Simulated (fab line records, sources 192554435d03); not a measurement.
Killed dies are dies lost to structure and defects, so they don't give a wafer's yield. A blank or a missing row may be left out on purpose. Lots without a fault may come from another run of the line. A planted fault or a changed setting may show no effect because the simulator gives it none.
Chamber matching | flow n5_finfet | N5_BEOL_M2_DEP_57 on pecvd-02: 3 sister chambers
The step deposits SiCN from 3MS/NH3, target thk 8 nm, time 14 s. 6 wafers are shown with their chamber, then 7 later ones without.

WAFERS WITH THEIR CHAMBER
wafer  | chamber | showerhead_vpp_V (V) | throttle_valve_pct (%)
L076.6 | 2       | 963                  | 8.8
L081.2 | 2       | 969                  | 8.8
L082.1 | 0       | 918                  | 8.4
L082.6 | 1       | 835                  | 9.2
L085.2 | 0       | 923                  | 8.5
L085.4 | 1       | 839                  | 9.5

WAFERS WITHOUT THEIR CHAMBER
wafer  | showerhead_vpp_V (V) | throttle_valve_pct (%)
L085.5 | 915                  | 8.3
L090.1 | 957                  | 9.0
L090.3 | 832                  | 9.1
L090.5 | 919                  | 8.6
L091.1 | 902                  | 8.4
L091.2 | 862                  | 9.5
L091.3 | 946                  | 8.9

WHICH CHAMBER EACH WENT THROUGH
wafer  | from the rows above | in truth
L085.5 | 0                   | 0
L090.1 | 2                   | 2
L090.3 | 1                   | 1
L090.5 | 0                   | 0
L091.1 | 0                   | 0
L091.2 | 1                   | 1
L091.3 | 2                   | 2
Placed correctly: 7 of 7. Can't be placed from these rows: 0. Placed wrongly: 0.
How it was worked out, from the rows above alone: a wafer's distance from a chamber is the root of the sum, over the readings, of the square of ((its reading less the chamber's mean) divided by the reading's scatter). The wafer belongs to the nearest chamber; if the next one is less than 2 further off, it can't be placed. A chamber's mean is the mean of its shown wafers. The scatter: the root of (the sum of the squares of (reading less its chamber's mean) over the shown wafers, divided by (wafers less chambers)).
